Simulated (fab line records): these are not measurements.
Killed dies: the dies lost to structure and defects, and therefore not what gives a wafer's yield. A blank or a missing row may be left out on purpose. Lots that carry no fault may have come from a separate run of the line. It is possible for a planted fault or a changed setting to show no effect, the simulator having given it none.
Which tool did it?    flow n5Finfet    72 wafers from 24 lots sampled at 6 of the route's 1938 steps

## WHAT EACH GAUGE READ, for each wafer
N5_SDB_CD_MEAS_11 targets a cd of 50 nm.
lot   measured     on        cdNm (nm)
L074  day 3 17:56  cdSem-03  50.6 49.3 49.5
L075  day 3 23:50  cdSem-02  50.1 48.9 48.6
L076  day 4 06:43  cdSem-01  49.9 48.8 48.9
L077  day 4 11:12  cdSem-01  48.6 47.6 48.8
L078  day 4 16:31  cdSem-03  49.6 50.2 50.0
L079  day 4 22:37  cdSem-03  49.1 49.7 49.7
L080  day 5 09:19  cdSem-01  49.6 47.8 48.5
L081  day 5 12:30  cdSem-02  49.5 49.5 50.4
L082  day 5 17:22  cdSem-02  49.5 49.9 48.2
L083  day 6 01:22  cdSem-03  49.5 48.9 49.2
L084  day 6 10:40  cdSem-03  50.3 50.8 51.1
L085  day 6 13:55  cdSem-01  48.0 50.5 48.3
L086  day 6 21:24  cdSem-03  49.5 49.5 50.8
L087  day 7 07:16  cdSem-03  48.4 49.0 51.6
L088  day 7 08:10  cdSem-01  48.2 48.8 47.1
L089  day 7 14:29  cdSem-01  50.0 49.8 51.2
L090  day 7 23:49  cdSem-01  50.6 49.9 49.4
L091  day 8 02:40  cdSem-02  51.3 52.3 50.7
L092  day 8 12:19  cdSem-02  49.7 49.7 49.6
L093  day 8 15:36  cdSem-01  51.8 51.0 50.8
L094  day 8 19:43  cdSem-03  50.2 52.2 50.0
L095  day 9 02:56  cdSem-02  51.2 50.9 49.4
L096  day 9 07:04  cdSem-03  49.0 49.3 51.1
L097  day 9 14:32  cdSem-03  49.5 49.7 48.7

N5_DUMMY_REMOVAL_INSPECT_06: inspects for defects (brightfield).
lot   measured     on                rawDefectCount
L074  day 3 22:46  defectInspect-02  13 24 14
L075  day 4 05:09  defectInspect-01  12 17 8
L076  day 4 11:19  defectInspect-01  15 19 14
L077  day 4 15:25  defectInspect-01  21 14 13
L078  day 4 21:54  defectInspect-01  11 10 11
L079  day 5 03:14  defectInspect-01  7 8 24
L080  day 5 15:37  defectInspect-02  16 18 14
L081  day 5 17:43  defectInspect-02  10 16 17
L082  day 5 23:22  defectInspect-01  10 13 11
L083  day 6 08:08  defectInspect-02  9 7 7
L084  day 6 14:53  defectInspect-01  15 8 15
L085  day 6 18:14  defectInspect-01  12 20 12
L086  day 7 01:34  defectInspect-01  10 8 18
L087  day 7 11:43  defectInspect-01  9 10 17
L088  day 7 13:35  defectInspect-01  14 10 14
L089  day 7 18:40  defectInspect-02  11 5 17
L090  day 8 05:44  defectInspect-01  15 2 9
L091  day 8 06:50  defectInspect-01  10 4 9
L092  day 8 17:25  defectInspect-02  19 13 31
L093  day 8 21:14  defectInspect-02  7 14 9
L094  day 9 01:20  defectInspect-01  9 10 17
L095  day 9 07:10  defectInspect-01  8 8 12
L096  day 9 11:22  defectInspect-01  15 13 5
L097  day 9 19:14  defectInspect-02  13 11 19

## TOOL THAT RAN EACH LOT (tool first, then ch and the chambers of the sampled wafers, then the start)
lot   N5_SD_EPI_N_STRIP_38                N5_SD_EPI_P_ETCHBACK_46           N5_ILD0_LINER_00                 N5_SDB_HM_OPEN_20
L074  plasmaAsher-01 ch 0,1, day 3 02:50  rieDiel-03 ch 0,1,3, day 3 06:55  aldSin-04 ch 1,2, day 3 11:21    rieDiel-02 ch 1,3, day 3 18:15
L075  plasmaAsher-02 ch 0,1, day 3 07:37  rieDiel-04 ch 0,1, day 3 11:43    aldSin-02 ch 0,1,2, day 3 17:13  rieDiel-06 ch 1,2, day 4 00:10
L076  plasmaAsher-02 ch 0,1, day 3 14:31  rieDiel-05 ch 0,3, day 3 18:51    aldSin-02 ch 0,3, day 3 23:55    rieDiel-06 ch 1,2, day 4 07:29
L077  plasmaAsher-02 ch 0,1, day 3 19:34  rieDiel-05 ch 0,1, day 3 23:31    aldSin-03 ch 0,1,2, day 4 04:29  rieDiel-01 ch 0,1, day 4 11:31
L078  plasmaAsher-02 ch 0,1, day 4 01:01  rieDiel-03 ch 0,3, day 4 05:17    aldSin-04 ch 1,2, day 4 09:32    rieDiel-02 ch 1,2, day 4 17:20
L079  plasmaAsher-02 ch 0,1, day 4 07:22  rieDiel-04 ch 0,3, day 4 11:45    aldSin-02 ch 0,1,3, day 4 15:50  rieDiel-01 ch 0,2,3, day 4 22:56
L080  plasmaAsher-01 ch 0,1, day 4 17:48  rieDiel-04 ch 0,1, day 4 22:21    aldSin-03 ch 0,2,3, day 5 02:43  rieDiel-06 ch 0,1,2, day 5 10:32
L081  plasmaAsher-02 ch 0,1, day 4 19:44  rieDiel-03 ch 0,3, day 5 00:42    aldSin-02 ch 2,3, day 5 04:47    rieDiel-06 ch 0,1,3, day 5 13:46
L082  plasmaAsher-02 ch 0,1, day 5 02:34  rieDiel-03 ch 0,1,2, day 5 06:38  aldSin-03 ch 0,1,2, day 5 10:44  rieDiel-01 ch 0,1,2, day 5 18:29
L083  plasmaAsher-02 ch 0,1, day 5 09:42  rieDiel-04 ch 0,1, day 5 14:38    aldSin-02 ch 1,2, day 5 18:46    rieDiel-06 ch 0,1, day 6 02:19
L084  plasmaAsher-01 ch 0,1, day 5 19:12  rieDiel-05 ch 0,3, day 5 23:18    aldSin-04 ch 1,2,3, day 6 03:47  rieDiel-06 ch 0,2, day 6 10:58
L085  plasmaAsher-02 ch 1, day 5 21:39    rieDiel-03 ch 0,2,3, day 6 02:56  aldSin-04 ch 1,2,3, day 6 07:02  rieDiel-02 ch 0,2,3, day 6 14:16
L086  plasmaAsher-01 ch 0,1, day 6 06:02  rieDiel-03 ch 0,1, day 6 10:05    aldSin-02 ch 0,1,3, day 6 14:41  rieDiel-02 ch 0,1, day 6 21:43
L087  plasmaAsher-01 ch 0,1, day 6 15:29  rieDiel-04 ch 0,1,3, day 6 20:04  aldSin-03 ch 0,3, day 7 00:09    rieDiel-02 ch 0,1, day 7 07:42
L088  plasmaAsher-01 ch 0, day 6 17:18    rieDiel-04 ch 1,3, day 6 21:29    aldSin-04 ch 0,3, day 7 01:35    rieDiel-02 ch 0, day 7 08:37
L089  plasmaAsher-01 ch 0,1, day 6 22:53  rieDiel-05 ch 0,1,3, day 7 03:08  aldSin-02 ch 2,3, day 7 07:34    rieDiel-02 ch 0,2, day 7 14:48
L090  plasmaAsher-02 ch 0,1, day 7 05:20  rieDiel-04 ch 0,2,3, day 7 10:59  aldSin-04 ch 0,1,3, day 7 17:04  rieDiel-01 ch 1,3, day 8 01:14
L091  plasmaAsher-01 ch 0,1, day 7 10:56  rieDiel-04 ch 0,2, day 7 15:50    aldSin-02 ch 1,2, day 7 19:58    rieDiel-06 ch 0,1,3, day 8 02:59
L092  plasmaAsher-01 ch 0,1, day 7 19:47  rieDiel-05 ch 0,1,3, day 8 00:41  aldSin-03 ch 0,1,3, day 8 05:44  rieDiel-06 ch 1,2,3, day 8 12:38
L093  plasmaAsher-01 ch 0,1, day 7 23:31  rieDiel-04 ch 0,1,2, day 8 04:49  aldSin-04 ch 0,1,2, day 8 08:58  rieDiel-06 ch 1,2,3, day 8 15:55
L094  plasmaAsher-01 ch 0, day 8 04:31    rieDiel-05 ch 2,3, day 8 08:49    aldSin-03 ch 0,1,2, day 8 13:06  rieDiel-01 ch 1,2, day 8 20:02
L095  plasmaAsher-02 ch 0,1, day 8 10:53  rieDiel-05 ch 0,1,3, day 8 14:57  aldSin-04 ch 0,2,3, day 8 19:58  rieDiel-01 ch 0,1,3, day 9 03:18
L096  plasmaAsher-01 ch 0,1, day 8 16:00  rieDiel-04 ch 1,2, day 8 20:11    aldSin-03 ch 0,1,2, day 9 00:22  rieDiel-01 ch 0,1,2, day 9 07:23
L097  plasmaAsher-01 ch 0,1, day 8 21:41  rieDiel-05 ch 0,1, day 9 02:22    aldSin-03 ch 2,3, day 9 06:46    rieDiel-01 ch 1,2,3, day 9 14:53
- N5_SD_EPI_N_STRIP_38: strips in N2/H2.
- N5_SD_EPI_P_ETCHBACK_46: etches SiNx in CH3F/O2, stops on SiO2, target depth 17.5 nm.
- N5_ILD0_LINER_00: material SiNx, target thk 4 nm, pulse time 1 s, purge time 2 s.
- N5_SDB_HM_OPEN_20: chemistry CH3F/O2, target SiNx, stops on poly-Si, target depth 24 nm.

## AS READ BY THE TOOLS THEMSELVES (means over the sampled wafers that have a number; for cases with no such wafer, the mark the record gives instead)
N5_SD_EPI_N_STRIP_38.
lot   tool            drypumpMotorCurrentA (A)  heaterPowerW (W)  n2FlowSccm (sccm)  oesProductAu (a.u.)
L074  plasmaAsher-01  5.6                       329               1750               0.761
L075  plasmaAsher-02  6.1                       362               1756               0.757
L076  plasmaAsher-02  6.1                       370               1749               0.750
L077  plasmaAsher-02  6.3                       345               1753               0.754
L078  plasmaAsher-02  6.1                       366               1744               0.757
L079  plasmaAsher-02  6.3                       342               1749               0.767
L080  plasmaAsher-01  5.6                       319               1753               0.765
L081  plasmaAsher-02  6.0                       361               1750               0.764
L082  plasmaAsher-02  6.3                       345               1751               0.764
L083  plasmaAsher-02  6.3                       343               1749               0.769
L084  plasmaAsher-01  5.6                       324               1753               0.761
L085  plasmaAsher-02  6.6                       323               1745               0.752
L086  plasmaAsher-01  5.3                       352               1751               0.768
L087  plasmaAsher-01  5.6                       324               1752               0.766
L088  plasmaAsher-01  5.9                       291               1747               0.755
L089  plasmaAsher-01  5.3                       350               1752               0.759
L090  plasmaAsher-02  6.1                       370               1751               0.776
L091  plasmaAsher-01  5.6                       319               1747               0.752
L092  plasmaAsher-01  5.6                       327               1746               0.758
L093  plasmaAsher-01  5.3                       353               1748               0.766
L094  plasmaAsher-01  5.9                       292               1758               0.764
L095  plasmaAsher-02  6.1                       363               1749               0.756
L096  plasmaAsher-01  5.3                       350               1751               0.759
L097  plasmaAsher-01  5.6                       323               1750               0.762

N5_SD_EPI_P_ETCHBACK_46.
lot   tool        drypumpMotorCurrentA (A)  oesProductAu (a.u.)  rfVppV (V)  showerheadPlenumPTorr (Torr)  throttleValvePct (%)
L074  rieDiel-03  5.4                       0.72                 302         2.02                          16.37
L075  rieDiel-04  5.7                       0.68                 294         2.01                          16.49
L076  rieDiel-05  5.8                       0.65                 302         2.05                          16.38
L077  rieDiel-05  5.7                       0.64                 299         2.05                          16.41
L078  rieDiel-03  5.5                       0.75                 299         2.00                          16.35
L079  rieDiel-04  5.4                       0.61                 295         1.99                          16.51
L080  rieDiel-04  5.7                       0.67                 294         2.01                          16.52
L081  rieDiel-03  5.5                       0.73                 299         2.00                          16.37
L082  rieDiel-03  5.2                       0.68                 300         2.01                          16.29
L083  rieDiel-04  5.7                       0.67                 293         2.01                          16.52
L084  rieDiel-05  5.8                       0.65                 302         2.02                          16.38
L085  rieDiel-03  5.4                       0.67                 300         2.03                          16.40
L086  rieDiel-03  5.2                       0.69                 300         1.98                          16.31
L087  rieDiel-04  5.6                       0.63                 295         2.00                          16.53
L088  rieDiel-04  5.2                       0.62                 290         1.99                          16.60
L089  rieDiel-05  5.8                       0.63                 298         2.01                          16.43
L090  rieDiel-04  5.9                       0.60                 297         1.96                          16.46
L091  rieDiel-04  6.4                       0.60                 300         1.93                          16.40
L092  rieDiel-05  5.7                       0.63                 299         2.01                          16.44
L093  rieDiel-04  6.0                       0.63                 298         1.97                          16.47
L094  rieDiel-05  5.5                       0.63                 294         1.99                          16.34
L095  rieDiel-05  5.7                       0.63                 299         2.01                          16.44
L096  rieDiel-04  6.2                       0.61                 296         1.94                          16.48
L097  rieDiel-05  5.6                       0.61                 295         2.01                          16.46

N5_ILD0_LINER_00.
lot   tool       heaterPowerW (W)  precursorPulseHeightRel  susceptorTempC (C)
L074  aldSin-04  828               1.009                    400.07
L075  aldSin-02  842               0.996                    399.91
L076  aldSin-02  886               1.012                    400.20
L077  aldSin-03  833               0.996                    400.00
L078  aldSin-04  819               0.986                    400.02
L079  aldSin-02  854               1.001                    399.94
L080  aldSin-03  838               0.986                    400.00
L081  aldSin-02  799               0.992                    399.91
L082  aldSin-03  839               1.014                    400.00
L083  aldSin-02  806               0.999                    400.00
L084  aldSin-04  811               0.992                    399.92
L085  aldSin-04  816               0.999                    400.07
L086  aldSin-02  874               0.989                    400.09
L087  aldSin-03  816               0.997                    399.90
L088  aldSin-04  801               1.007                    400.21
L089  aldSin-02  813               0.990                    400.00
L090  aldSin-04  818               1.004                    400.01
L091  aldSin-02  802               0.998                    400.05
L092  aldSin-03  822               1.006                    400.14
L093  aldSin-04  806               1.001                    400.07
L094  aldSin-03  859               0.981                    399.86
L095  aldSin-04  805               1.006                    399.86
L096  aldSin-03  828               0.999                    399.86
L097  aldSin-03  833               1.016                    399.96

N5_SDB_HM_OPEN_20.
lot   tool        drypumpMotorCurrentA (A)  oesProductAu (a.u.)  rfVppV (V)  showerheadPlenumPTorr (Torr)  throttleValvePct (%)
L074  rieDiel-02  6.2                       0.58                 293         1.90                          16.22
L075  rieDiel-06  5.3                       0.74                 300         2.03                          16.31
L076  rieDiel-06  5.3                       0.73                 299         2.03                          16.30
L077  rieDiel-01  6.5                       0.62                 292         1.99                          16.57
L078  rieDiel-02  5.4                       0.57                 295         1.90                          16.58
L079  rieDiel-01  5.7                       0.61                 296         1.99                          16.44
L080  rieDiel-06  5.3                       0.68                 295         1.98                          16.38
L081  rieDiel-06  5.2                       0.61                 294         1.96                          16.31
L082  rieDiel-01  6.0                       0.60                 295         1.99                          16.45
L083  rieDiel-06  5.1                       0.64                 297         1.98                          16.27
L084  rieDiel-06  5.5                       0.66                 291         1.97                          16.52
L085  rieDiel-02  5.8                       0.58                 293         1.90                          16.37
L086  rieDiel-02  5.4                       0.58                 292         1.91                          16.43
L087  rieDiel-02  5.4                       0.58                 292         1.90                          16.44
L088  rieDiel-02  5.6                       0.59                 288         1.90                          16.37
L089  rieDiel-02  5.5                       0.68                 292         1.98                          16.30
L090  rieDiel-01  6.3                       0.77                 292         1.97                          16.31
L091  rieDiel-06  5.2                       0.74                 294         2.04                          16.03
L092  rieDiel-06  5.2                       0.70                 298         2.00                          16.18
L093  rieDiel-06  5.2                       0.70                 298         2.00                          16.18
L094  rieDiel-01  5.7                       0.79                 299         1.96                          15.96
L095  rieDiel-01  6.3                       0.70                 293         1.98                          16.33
L096  rieDiel-01  5.9                       0.73                 295         1.98                          16.16
L097  rieDiel-01  5.9                       0.76                 296         1.96                          16.16

## THE ANSWER, worked out from the rows above alone
Rule: what is usual is taken from the lots themselves. The widest of any qualifying gaps counts: lots, ordered by their means at a reading, are off when they make up no more than a third of the lots, leave a main group of 4 or more, and stand apart from it by 3 or more times the standard deviation of that group's means. A main group is skipped when, at the precision printed for the reading in the tables above, its means are all equal. A lot without any number at a reading at which 4 lots or more have one is off too. All remaining lots with rows at the step are treated as sound. First the gauges in route order, then the tools' own readings, where a lot's mean is used as printed above. The first step at which some lot is off is used, and at that step the reading that is off furthest; a lot without a number counts as furthest.
Nothing can be told from this: no lot is off at any reading shown.

## WHAT THE SIMULATOR PUT IN
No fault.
